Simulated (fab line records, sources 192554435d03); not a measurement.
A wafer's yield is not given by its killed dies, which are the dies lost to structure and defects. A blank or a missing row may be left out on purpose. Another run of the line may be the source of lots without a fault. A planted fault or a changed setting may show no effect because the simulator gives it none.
Chamber matching	flow n5 finfet	3 sister chambers for N5_BEOL_M14_DEP_53 on pecvd-03
The step deposits SiCN from 3MS/NH3, target thk 50 nm, time 17.8 s. 6 wafers are shown with their chamber, then 7 later ones without.

## WAFERS PAIRED WITH THEIR CHAMBERS
wafer	chamber	throttle valve pct (%)	showerhead plenum p Torr (Torr)
L084.3	2	16.5	4.199
L084.6	1	18.8	4.207
L087.4	0	22.2	4.133
L087.5	1	18.8	4.191
L091.1	0	21.9	4.148
L091.4	2	16.6	4.192

## WAFERS MISSING THEIR CHAMBER
wafer	throttle valve pct (%)	showerhead plenum p Torr (Torr)
L091.6	21.9	4.149
L088.3	21.9	4.147
L088.5	16.5	4.199
L088.6	21.6	4.149
L094.3	16.6	4.199
L094.5	22.2	4.140
L094.6	16.6	4.191

## WHICH CHAMBER EACH ONE RAN IN
wafer	from the rows above	in truth
L091.6	0	0
L088.3	0	0
L088.5	2	2
L088.6	0	0
L094.3	2	2
L094.5	0	0
L094.6	2	2
Correct placement for 7 of the 7. Number that these rows cannot place: 0. Number placed wrongly: 0.
How it was worked out, from the rows above alone: a wafer's distance from a chamber is the root of the sum, over the readings, of the square of ((its reading less the chamber's mean) divided by the reading's scatter). The wafer belongs to the nearest chamber; if the next one is less than 2 further off, it can't be placed. The mean given for a chamber averages the wafers shown for that chamber. The scatter: the root of (the sum of the squares of (reading less its chamber's mean) over the shown wafers, divided by (wafers less chambers)).
